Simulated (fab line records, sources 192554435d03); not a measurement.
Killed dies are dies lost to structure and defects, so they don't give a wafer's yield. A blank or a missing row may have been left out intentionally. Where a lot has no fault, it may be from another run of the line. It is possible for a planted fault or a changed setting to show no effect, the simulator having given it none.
Which tool was responsible?	flow n5-finfet	24 lots with 72 wafers sampled at 6 steps, on a route of 1938 steps

== WHAT THE GAUGES SHOWED, per wafer ==
N5_HKMG_FIN_OVL_MEAS_13. Usual: NWFM_OVL -0.3 nm, standard deviation 0.72.
lot	measured	on	NWFM_OVL (nm)	flag
L074	day 4 04:11	overlay-01	-0.8 0.1 1.8	
L075	day 4 13:50	overlay-02	0.6 1.2 1.7	
L076	day 4 14:47	overlay-02	-1.1 -1.0 -1.6	
L077	day 4 20:42	overlay-01	-1.3 -0.7 -0.2	
L078	day 5 02:49	overlay-01	-0.1 -0.2 -0.7	
L079	day 5 09:53	overlay-01	-0.2 -0.3 -1.3	
L080	day 5 14:40	overlay-02	-1.2 -1.1 -0.9	
L081	day 5 20:50	overlay-01	-0.3 -0.7 0.0	
L082	day 6 06:03	overlay-01	-0.2 0.0 0.7	
L083	day 6 14:01	overlay-02	-0.2 0.8 -0.6	
L084	day 6 16:31	overlay-02	-1.9 -0.4 -0.5	
L085	day 6 23:25	overlay-01	-0.5 -0.4 -0.9	
L086	day 7 04:59	overlay-01	0.3 -0.2 -1.1	
L087	day 7 10:40	overlay-01	-1.8 -1.5 -0.3	
L088	day 7 15:13	overlay-02	-0.8 -0.3 -1.5	
L089	day 7 21:38	overlay-02	-0.1 -0.3 0.0	
L090	day 8 03:21	overlay-01	0.2 -0.2 0.7	
L091	day 8 07:51	overlay-01	0.1 1.0 -0.7	
L092	day 8 15:53	overlay-02	0.5 -0.4 -0.5	
L093	day 8 19:38	overlay-02	0.6 0.4 0.3	
L094	day 9 02:38	overlay-01	0.5 0.8 0.1	
L095	day 9 10:17	overlay-01	-0.2 -0.5 -0.3	
L096	day 9 16:55	overlay-01	0.4 -0.3 -0.2	
L097	day 10 02:33	overlay-02	-0.7 -1.5 0.6	

N5_GATE_CUT_CD_MEAS_13: target cd 20 nm. Usual: cd-nm at 20.03 nm, with a standard deviation of 0.23.
lot	measured	on	cd-nm (nm)	flag
L074	day 4 12:45	cd-sem-02	19.70 20.11 20.03	
L075	day 4 23:01	cd-sem-01	19.85 19.77 20.41	
L076	day 5 01:10	cd-sem-01	20.13 19.70 20.20	
L077	day 5 06:58	cd-sem-02	19.68 20.11 20.39	
L078	day 5 11:07	cd-sem-02	20.17 20.40 20.37	
L079	day 5 18:08	cd-sem-03	20.31 20.35 20.41	
L080	day 5 22:58	cd-sem-03	19.96 20.03 19.89	
L081	day 6 05:43	cd-sem-01	20.11 20.23 20.33	
L082	day 6 14:12	cd-sem-02	19.93 19.89 20.02	
L083	day 6 22:40	cd-sem-01	20.08 20.34 20.17	
L084	day 7 00:47	cd-sem-02	20.04 20.00 20.00	
L085	day 7 07:46	cd-sem-03	19.73 19.67 19.70	
L086	day 7 13:26	cd-sem-01	19.95 19.65 20.24	
L087	day 7 19:06	cd-sem-01	19.86 20.21 20.26	
L088	day 8 00:06	cd-sem-02	19.90 20.52 20.21	
L089	day 8 05:54	cd-sem-01	20.22 20.09 20.13	
L090	day 8 12:41	cd-sem-01	20.31 19.89 20.26	
L091	day 8 16:14	cd-sem-01	19.77 19.96 19.99	
L092	day 9 00:14	cd-sem-01	20.15 20.06 19.87	
L093	day 9 03:57	cd-sem-02	19.86 19.85 19.90	
L094	day 9 11:07	cd-sem-02	19.88 19.74 20.30	
L095	day 9 18:19	cd-sem-03	20.03 20.33 20.21	
L096	day 10 01:38	cd-sem-01	19.83 20.32 20.30	
L097	day 10 10:56	cd-sem-01	19.84 19.95 20.09	

N5_MOL_CONTACT_COAG_CD_MEAS_08: target cd 28 nm. Usual: cd-nm at 27.96 nm, with a standard deviation of 0.21.
lot	measured	on	cd-nm (nm)	flag
L074	day 4 16:32	cd-sem-03	27.98 28.01 27.91	
L075	day 5 03:15	cd-sem-03	27.84 27.76 27.89	
L076	day 5 06:14	cd-sem-03	28.00 28.07 27.82	
L077	day 5 10:46	cd-sem-03	27.87 27.74 28.17	
L078	day 5 14:55	cd-sem-03	28.02 28.17 28.45	
L079	day 5 22:32	cd-sem-03	27.65 28.10 28.26	
L080	day 6 04:56	cd-sem-02	28.03 28.12 28.17	
L081	day 6 09:38	cd-sem-02	28.19 28.01 27.83	
L082	day 6 18:07	cd-sem-02	28.14 27.85 27.83	
L083	day 7 02:56	cd-sem-03	28.11 27.94 28.34	
L084	day 7 04:44	cd-sem-03	28.07 28.00 27.98	
L085	day 7 11:33	cd-sem-01	27.79 27.97 27.74	
L086	day 7 17:13	cd-sem-03	27.68 27.86 27.96	
L087	day 7 23:38	cd-sem-02	27.74 28.20 28.22	
L088	day 8 04:01	cd-sem-01	28.19 28.14 28.27	
L089	day 8 09:52	cd-sem-03	27.69 27.95 27.89	
L090	day 8 17:00	cd-sem-02	27.82 27.79 28.19	
L091	day 8 20:09	cd-sem-01	27.76 27.78 28.10	
L092	day 9 05:21	cd-sem-01	28.13 27.90 27.69	
L093	day 9 08:04	cd-sem-03	27.82 27.93 28.08	
L094	day 9 14:58	cd-sem-02	27.54 27.95 27.77	
L095	day 9 22:16	cd-sem-03	27.90 27.78 27.92	
L096	day 10 05:32	cd-sem-03	27.89 28.05 28.20	
L097	day 10 15:10	cd-sem-01	28.07 27.95 28.12	

== WHICH TOOL RAN EACH LOT (tool, then ch and the chambers of the sampled wafers, then the start) ==
lot	N5_HKMG_FIN_STRIP_93	N5_GATE_CUT_STRIP_42	N5_GATE_CUT_VAPOR_ETCH_49
L074	rie-diel-04 ch 0,1,3, day 4 01:43	rie-diel-03 ch 1,2,3, day 4 13:07	rie-metal-03 ch 0,1, day 4 13:29
L075	rie-diel-05 ch 0,1,2, day 4 11:14	rie-diel-01 ch 0,2, day 4 23:32	rie-metal-03 ch 0,1, day 4 23:53
L076	rie-diel-04 ch 0,1,2, day 4 12:14	rie-diel-01 ch 1,2, day 5 01:32	rie-metal-02 ch 0,1, day 5 01:55
L077	rie-diel-04 ch 0,1,3, day 4 18:11	rie-diel-06 ch 0,3, day 5 07:21	rie-metal-03 ch 1, day 5 07:42
L078	rie-diel-02 ch 0,1, day 5 00:14	rie-diel-03 ch 0,1,2, day 5 11:30	rie-metal-03 ch 0,1, day 5 11:51
L079	rie-diel-02 ch 0,1,3, day 5 07:19	rie-diel-06 ch 0,2,3, day 5 18:44	rie-metal-03 ch 0,1, day 5 19:05
L080	rie-diel-02 ch 1,2, day 5 12:12	rie-diel-06 ch 1,3, day 5 23:20	rie-metal-03 ch 0,1, day 5 23:42
L081	rie-diel-02 ch 0,2,3, day 5 18:08	rie-diel-06 ch 0,2,3, day 6 06:05	rie-metal-03 ch 0,1, day 6 06:26
L082	rie-diel-05 ch 1,2, day 6 03:27	rie-diel-01 ch 1,2,3, day 6 14:42	rie-metal-03 ch 0,1, day 6 15:03
L083	rie-diel-04 ch 0,2,3, day 6 11:33	rie-diel-06 ch 0,2,3, day 6 23:02	rie-metal-03 ch 0,1, day 6 23:23
L084	rie-diel-05 ch 1,2,3, day 6 13:58	rie-diel-06 ch 0,2,3, day 7 01:18	rie-metal-01 ch 0,1, day 7 01:40
L085	rie-diel-02 ch 0,1,3, day 6 20:44	rie-diel-01 ch 0,2, day 7 08:08	rie-metal-01 ch 0,1, day 7 08:29
L086	rie-diel-05 ch 0,1,3, day 7 02:23	rie-diel-03 ch 0,1, day 7 13:48	rie-metal-02 ch 0,1, day 7 14:10
L087	rie-diel-05 ch 0,3, day 7 07:51	rie-diel-06 ch 1,3, day 7 19:32	rie-metal-02 ch 0, day 7 19:53
L088	rie-diel-02 ch 2,3, day 7 12:38	rie-diel-06 ch 0,1,2, day 8 00:28	rie-metal-02 ch 0,1, day 8 00:50
L089	rie-diel-04 ch 1,2,3, day 7 19:02	rie-diel-03 ch 0,2,3, day 8 06:16	rie-metal-02 ch 0,1, day 8 06:38
L090	rie-diel-04 ch 1,2, day 8 00:52	rie-diel-01 ch 1,2, day 8 13:10	rie-metal-03 ch 0,1, day 8 13:32
L091	rie-diel-04 ch 1,2,3, day 8 05:16	rie-diel-03 ch 1,2,3, day 8 16:37	rie-metal-03 ch 0,1, day 8 16:58
L092	rie-diel-02 ch 0,2, day 8 13:05	rie-diel-06 ch 2,3, day 9 00:43	rie-metal-02 ch 0,1, day 9 01:09
L093	rie-diel-04 ch 1,2,3, day 8 17:09	rie-diel-01 ch 1,3, day 9 04:38	rie-metal-03 ch 1, day 9 05:00
L094	rie-diel-04 ch 0,2,3, day 9 00:06	rie-diel-01 ch 0,1,3, day 9 11:34	rie-metal-01 ch 0,1, day 9 11:55
L095	rie-diel-04 ch 2,3, day 9 07:34	rie-diel-03 ch 0,1, day 9 18:41	rie-metal-01 ch 0,1, day 9 19:03
L096	rie-diel-05 ch 0,1,3, day 9 14:18	rie-diel-03 ch 0,3, day 10 01:59	rie-metal-01 ch 0,1, day 10 02:22
L097	rie-diel-05 ch 1,3, day 9 23:58	rie-diel-06 ch 1,2,3, day 10 11:21	rie-metal-02 ch 0, day 10 11:56
- N5_HKMG_FIN_STRIP_93: strips SOC in N2/H2, time 20 s.
- N5_GATE_CUT_STRIP_42: strips in O2.
- N5_GATE_CUT_VAPOR_ETCH_49: etches TiAlC in BCl3/Cl2.

== AS READ BY THE TOOLS THEMSELVES (means over the sampled wafers that have a number; for cases with no such wafer, the mark the record gives instead) ==
N5_HKMG_FIN_STRIP_93. Usual: drypump-motor-current-A is 5.7 A with standard deviation 0.42, n2-flow-sccm is 300.1 sccm with standard deviation 0.83, oes-product-au is 0.77 a.u. with standard deviation 0.095, power-w is 500.0 W with standard deviation 1.4, rf-vpp-V is 54.1 V with standard deviation 0.89, showerhead-plenum-p-Torr is 3.37 Torr with standard deviation 0.13, and throttle-valve-pct is 19.2 % with standard deviation 0.31.
lot	tool	drypump-motor-current-A (A)	n2-flow-sccm (sccm)	oes-product-au (a.u.)	power-w (W)	rf-vpp-V (V)	showerhead-plenum-p-Torr (Torr)	throttle-valve-pct (%)	flag
L074	rie-diel-04	5.6	299.0	0.82	498.2	53.9	3.32	19.3	
L075	rie-diel-05	5.8	300.5	0.70	499.6	54.1	3.38	19.5	
L076	rie-diel-04	5.6	300.8	0.80	500.6	53.3	3.28	19.0	
L077	rie-diel-04	5.6	299.4	0.79	501.8	52.7	3.32	19.3	
L078	rie-diel-02	5.7	299.6	0.74	499.6	54.2	3.31	18.8	
L079	rie-diel-02	5.7	299.8	0.76	501.7	54.4	3.32	19.0	
L080	rie-diel-02	5.7	300.4	0.81	500.7	53.8	3.53	19.3	
L081	rie-diel-02	5.6	300.0	0.78	499.8	53.9	3.34	19.1	
L082	rie-diel-05	5.7	300.9	0.70	498.7	54.5	3.37	19.4	
L083	rie-diel-04	5.5	300.7	0.71	500.6	53.2	3.32	19.2	
L084	rie-diel-05	5.9	300.4	0.70	500.1	53.9	3.38	19.3	
L085	rie-diel-02	5.7	300.4	0.76	499.7	54.4	3.31	19.0	
L086	rie-diel-05	6.1	299.3	0.78	497.9	54.0	3.37	19.3	
L087	rie-diel-05	6.4	300.4	0.86	500.2	55.0	3.46	19.2	
L088	rie-diel-02	5.7	300.5	0.79	499.5	54.3	3.44	19.3	
L089	rie-diel-04	5.3	299.9	0.77	500.4	55.1	3.35	19.2	
L090	rie-diel-04	5.3	299.7	0.78	500.2	55.4	3.31	18.9	
L091	rie-diel-04	5.3	300.6	0.77	498.7	54.9	3.34	19.2	
L092	rie-diel-02	5.6	300.3	0.75	500.4	54.1	3.32	19.0	
L093	rie-diel-04	5.3	300.2	0.76	500.1	54.1	3.34	19.3	
L094	rie-diel-04	5.5	300.7	0.78	500.4	53.8	3.45	19.2	
L095	rie-diel-04	5.1	300.1	0.69	500.2	54.2	3.40	19.5	
L096	rie-diel-05	6.1	300.3	0.84	498.2	54.2	3.50	19.2	
L097	rie-diel-05	5.8	301.3	0.85	501.6	54.5	3.55	19.2	

N5_GATE_CUT_STRIP_42. Usual: drypump-motor-current-A 5.9 A, standard deviation 0.38; oes-product-au 0.81 a.u., standard deviation 0.091; rf-vpp-V 3.7 V, standard deviation 0.46; showerhead-plenum-p-Torr 2.09 Torr, standard deviation 0.069; throttle-valve-pct 16.66 %, standard deviation 0.17.
lot	tool	drypump-motor-current-A (A)	oes-product-au (a.u.)	rf-vpp-V (V)	showerhead-plenum-p-Torr (Torr)	throttle-valve-pct (%)	flag
L074	rie-diel-03	5.8	0.82	3.7	2.11	16.47	
L075	rie-diel-01	5.5	0.74	3.3	2.09	16.93	
L076	rie-diel-01	5.7	0.82	3.9	2.08	16.84	
L077	rie-diel-06	6.3	0.76	4.4	2.13	16.59	
L078	rie-diel-03	5.7	0.84	3.6	2.13	16.58	
L079	rie-diel-06	5.9	0.78	3.2	2.10	16.57	
L080	rie-diel-06	6.1	0.68	3.6	2.04	16.90	
L081	rie-diel-06	5.9	0.77	3.8	2.10	16.58	
L082	rie-diel-01	5.8	0.83	3.9	2.09	16.74	
L083	rie-diel-06	5.9	0.76	4.0	2.10	16.59	
L084	rie-diel-06	5.9	0.76	3.9	2.10	16.59	
L085	rie-diel-01	5.5	0.92	3.5	2.08	16.66	
L086	rie-diel-03	5.5	0.76	3.6	2.13	16.61	
L087	rie-diel-06	6.1	0.88	3.7	2.03	16.60	
L088	rie-diel-06	6.1	0.85	3.7	2.12	16.62	
L089	rie-diel-03	6.0	0.85	3.5	2.07	16.59	
L090	rie-diel-01	5.6	0.75	3.9	2.03	16.93	
L091	rie-diel-03	5.7	0.78	3.4	2.10	16.52	
L092	rie-diel-06	5.6	0.76	4.1	2.07	16.59	
L093	rie-diel-01	5.8	0.77	3.4	2.03	16.81	
L094	rie-diel-01	5.7	0.84	3.6	2.06	16.68	
L095	rie-diel-03	5.5	0.75	3.6	2.12	16.65	
L096	rie-diel-03	6.1	0.84	3.4	2.05	16.70	
L097	rie-diel-06	5.9	0.79	3.6	2.04	16.62	

N5_GATE_CUT_VAPOR_ETCH_49. Usual: drypump-motor-current-A 5.6 A, standard deviation 0.33; oes-product-au 0.73 a.u., standard deviation 0.074.
lot	tool	drypump-motor-current-A (A)	oes-product-au (a.u.)	flag
L074	rie-metal-03	5.4	0.79	
L075	rie-metal-03	5.4	0.79	
L076	rie-metal-02	6.1	0.75	
L077	rie-metal-03	5.4	0.83	
L078	rie-metal-03	5.4	0.74	
L079	rie-metal-03	5.4	0.78	
L080	rie-metal-03	5.3	0.73	
L081	rie-metal-03	5.4	0.78	
L082	rie-metal-03	5.4	0.78	
L083	rie-metal-03	5.4	0.78	
L084	rie-metal-01	5.7	0.67	
L085	rie-metal-01	5.7	0.67	
L086	rie-metal-02	6.1	0.74	
L087	rie-metal-02	6.3	0.79	
L088	rie-metal-02	6.0	0.74	
L089	rie-metal-02	5.9	0.68	
L090	rie-metal-03	5.4	0.72	
L091	rie-metal-03	5.3	0.72	
L092	rie-metal-02	5.9	0.68	
L093	rie-metal-03	5.4	0.80	
L094	rie-metal-01	5.8	0.67	
L095	rie-metal-01	5.6	0.65	
L096	rie-metal-01	5.7	0.66	
L097	rie-metal-02	6.3	0.77	

== THE ANSWER, worked out from the rows above alone ==
Rule: a lot is off if the mean of its wafers that have a number lies more than 3 standard deviations from the usual mean. A lot without any number at a reading at which 4 lots or more have one is off too. Where the step has rows for the other lots, those lots are counted as sound. After the gauges, taken in route order, come the tools' own readings; for these a lot's mean is taken, as printed above. The first step at which some lot is off is used, and at that step the reading that is off furthest; a lot without a number counts as furthest.
Across all readings shown, no lot is off: no conclusion can be drawn from this.

== WHAT THE SIMULATOR HAD INSERTED ==
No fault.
